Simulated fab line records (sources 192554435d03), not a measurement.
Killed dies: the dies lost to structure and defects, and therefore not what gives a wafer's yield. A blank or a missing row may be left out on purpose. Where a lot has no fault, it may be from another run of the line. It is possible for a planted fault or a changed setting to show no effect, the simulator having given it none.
Matching of chambers :: flow n5-finfet :: N5_HKMG_FIN_ETCH_55 on rie-diel-04 has 4 sister chambers
The step etches SOC in N2/H2, target depth 240 nm, time 300 s. 33 wafers are shown with their chamber, then 12 later ones without.

## WAFERS PAIRED WITH THEIR CHAMBERS
wafer: L074.1
chamber: 1
drypump-motor-current-A (A): 6.5
showerhead-plenum-p-Torr (Torr): 2.49
throttle-valve-pct (%): 17.7

wafer: L074.2
chamber: 0
drypump-motor-current-A (A): 5.9
showerhead-plenum-p-Torr (Torr): 2.61
throttle-valve-pct (%): 17.7

wafer: L074.3
chamber: 2
drypump-motor-current-A (A): 5.4
showerhead-plenum-p-Torr (Torr): 2.63
throttle-valve-pct (%): 18.1

wafer: L075.2
chamber: 2
drypump-motor-current-A (A): 5.4
showerhead-plenum-p-Torr (Torr): 2.63
throttle-valve-pct (%): 18.1

wafer: L075.3
chamber: 1
drypump-motor-current-A (A): 6.6
showerhead-plenum-p-Torr (Torr): 2.49
throttle-valve-pct (%): 17.7

wafer: L075.6
chamber: 2
drypump-motor-current-A (A): 5.4
showerhead-plenum-p-Torr (Torr): 2.63
throttle-valve-pct (%): 18.1

wafer: L076.1
chamber: 1
drypump-motor-current-A (A): 6.6
showerhead-plenum-p-Torr (Torr): 2.48
throttle-valve-pct (%): 17.7

wafer: L076.2
chamber: 3
drypump-motor-current-A (A): 5.2
showerhead-plenum-p-Torr (Torr): 2.53
throttle-valve-pct (%): 18.3

wafer: L076.3
chamber: 2
drypump-motor-current-A (A): 5.4
showerhead-plenum-p-Torr (Torr): 2.63
throttle-valve-pct (%): 18.1

wafer: L076.4
chamber: 0
drypump-motor-current-A (A): 5.9
showerhead-plenum-p-Torr (Torr): 2.61
throttle-valve-pct (%): 17.7

wafer: L076.5
chamber: 3
drypump-motor-current-A (A): 5.2
showerhead-plenum-p-Torr (Torr): 2.53
throttle-valve-pct (%): 18.3

wafer: L076.6
chamber: 0
drypump-motor-current-A (A): 5.9
showerhead-plenum-p-Torr (Torr): 2.61
throttle-valve-pct (%): 17.7

wafer: L077.1
chamber: 3
drypump-motor-current-A (A): 5.2
showerhead-plenum-p-Torr (Torr): 2.53
throttle-valve-pct (%): 18.3

wafer: L077.2
chamber: 1
drypump-motor-current-A (A): 6.6
showerhead-plenum-p-Torr (Torr): 2.48
throttle-valve-pct (%): 17.7

wafer: L077.5
chamber: 1
drypump-motor-current-A (A): 6.6
showerhead-plenum-p-Torr (Torr): 2.48
throttle-valve-pct (%): 17.8

wafer: L079.1
chamber: 2
drypump-motor-current-A (A): 5.4
showerhead-plenum-p-Torr (Torr): 2.63
throttle-valve-pct (%): 18.1

wafer: L079.2
chamber: 3
drypump-motor-current-A (A): 5.2
showerhead-plenum-p-Torr (Torr): 2.53
throttle-valve-pct (%): 18.3

wafer: L079.4
chamber: 1
drypump-motor-current-A (A): 6.6
showerhead-plenum-p-Torr (Torr): 2.48
throttle-valve-pct (%): 17.7

wafer: L080.2
chamber: 3
drypump-motor-current-A (A): 5.2
showerhead-plenum-p-Torr (Torr): 2.52
throttle-valve-pct (%): 18.3

wafer: L080.3
chamber: 2
drypump-motor-current-A (A): 5.4
showerhead-plenum-p-Torr (Torr): 2.63
throttle-valve-pct (%): 18.1

wafer: L080.6
chamber: 3
drypump-motor-current-A (A): 5.2
showerhead-plenum-p-Torr (Torr): 2.52
throttle-valve-pct (%): 18.3

wafer: L081.1
chamber: 2
drypump-motor-current-A (A): 5.4
showerhead-plenum-p-Torr (Torr): 2.63
throttle-valve-pct (%): 18.1

wafer: L081.2
chamber: 0
drypump-motor-current-A (A): 5.9
showerhead-plenum-p-Torr (Torr): 2.61
throttle-valve-pct (%): 17.3

wafer: L081.3
chamber: 1
drypump-motor-current-A (A): 6.6
showerhead-plenum-p-Torr (Torr): 2.48
throttle-valve-pct (%): 17.8

wafer: L081.4
chamber: 3
drypump-motor-current-A (A): 5.2
showerhead-plenum-p-Torr (Torr): 2.52
throttle-valve-pct (%): 18.3

wafer: L081.5
chamber: 2
drypump-motor-current-A (A): 5.4
showerhead-plenum-p-Torr (Torr): 2.63
throttle-valve-pct (%): 18.1

wafer: L081.6
chamber: 3
drypump-motor-current-A (A): 5.2
showerhead-plenum-p-Torr (Torr): 2.52
throttle-valve-pct (%): 18.3

wafer: L085.1
chamber: 0
drypump-motor-current-A (A): 5.9
showerhead-plenum-p-Torr (Torr): 2.61
throttle-valve-pct (%): 17.3

wafer: L085.4
chamber: 2
drypump-motor-current-A (A): 5.4
showerhead-plenum-p-Torr (Torr): 2.62
throttle-valve-pct (%): 18.1

wafer: L085.5
chamber: 3
drypump-motor-current-A (A): 5.2
showerhead-plenum-p-Torr (Torr): 2.52
throttle-valve-pct (%): 18.4

wafer: L092.1
chamber: 0
drypump-motor-current-A (A): 5.9
showerhead-plenum-p-Torr (Torr): 2.60
throttle-valve-pct (%): 17.3

wafer: L092.2
chamber: 3
drypump-motor-current-A (A): 5.2
showerhead-plenum-p-Torr (Torr): 2.52
throttle-valve-pct (%): 18.4

wafer: L092.3
chamber: 1
drypump-motor-current-A (A): 6.6
showerhead-plenum-p-Torr (Torr): 2.47
throttle-valve-pct (%): 17.8

SIGNATURES (averages over the wafers above)
reading: drypump-motor-current-A
chamber 0: 5.900
chamber 1: 6.587
chamber 2: 5.400
chamber 3: 5.200
scatter within a chamber: 0.0174

reading: showerhead-plenum-p-Torr
chamber 0: 2.6083
chamber 1: 2.4813
chamber 2: 2.6289
chamber 3: 2.5240
scatter within a chamber: 0.00491

reading: throttle-valve-pct
chamber 0: 17.500
chamber 1: 17.738
chamber 2: 18.100
chamber 3: 18.320
scatter within a chamber: 0.0973
Rule: a wafer lies at a distance from a chamber equal to the root of the sum of squares, over the readings, of (its reading less the chamber's mean, divided by the reading's scatter). The wafer belongs to the nearest chamber; if the next one is less than 2 further off, it can't be placed. How the scatter is found: for the shown wafers, subtract from each reading the mean of its chamber, square and add these, divide the total by (wafers less chambers), then take the root.

## WAFERS WITHOUT THEIR CHAMBER
wafer: L092.4
drypump-motor-current-A (A): 5.4
showerhead-plenum-p-Torr (Torr): 2.62
throttle-valve-pct (%): 18.2

wafer: L092.5
drypump-motor-current-A (A): 5.2
showerhead-plenum-p-Torr (Torr): 2.52
throttle-valve-pct (%): 18.4

wafer: L092.6
drypump-motor-current-A (A): 5.9
showerhead-plenum-p-Torr (Torr): 2.60
throttle-valve-pct (%): 17.3

wafer: L096.1
drypump-motor-current-A (A): 5.2
showerhead-plenum-p-Torr (Torr): 2.51
throttle-valve-pct (%): 18.4

wafer: L096.2
drypump-motor-current-A (A): 5.9
showerhead-plenum-p-Torr (Torr): 2.60
throttle-valve-pct (%): 17.4

wafer: L096.3
drypump-motor-current-A (A): 5.4
showerhead-plenum-p-Torr (Torr): 2.61
throttle-valve-pct (%): 18.2

wafer: L097.1
drypump-motor-current-A (A): 5.4
showerhead-plenum-p-Torr (Torr): 2.61
throttle-valve-pct (%): 18.2

wafer: L097.2
drypump-motor-current-A (A): 6.6
showerhead-plenum-p-Torr (Torr): 2.47
throttle-valve-pct (%): 17.8

wafer: L097.3
drypump-motor-current-A (A): 5.9
showerhead-plenum-p-Torr (Torr): 2.60
throttle-valve-pct (%): 17.4

wafer: L097.4
drypump-motor-current-A (A): 5.2
showerhead-plenum-p-Torr (Torr): 2.51
throttle-valve-pct (%): 18.4

wafer: L097.5
drypump-motor-current-A (A): 5.9
showerhead-plenum-p-Torr (Torr): 2.60
throttle-valve-pct (%): 17.4

wafer: L097.6
drypump-motor-current-A (A): 5.2
showerhead-plenum-p-Torr (Torr): 2.51
throttle-valve-pct (%): 18.4

## EACH ONE'S CHAMBER
wafer: L092.4
from the rows above: 2
in truth: 2

wafer: L092.5
from the rows above: 3
in truth: 3

wafer: L092.6
from the rows above: 0
in truth: 0

wafer: L096.1
from the rows above: 3
in truth: 3

wafer: L096.2
from the rows above: 0
in truth: 0

wafer: L096.3
from the rows above: 2
in truth: 2

wafer: L097.1
from the rows above: 2
in truth: 2

wafer: L097.2
from the rows above: 1
in truth: 1

wafer: L097.3
from the rows above: 0
in truth: 0

wafer: L097.4
from the rows above: 3
in truth: 3

wafer: L097.5
from the rows above: 0
in truth: 0

wafer: L097.6
from the rows above: 3
in truth: 3
12 of 12 placed correctly. Number that these rows cannot place: 0. 0 placed wrongly.
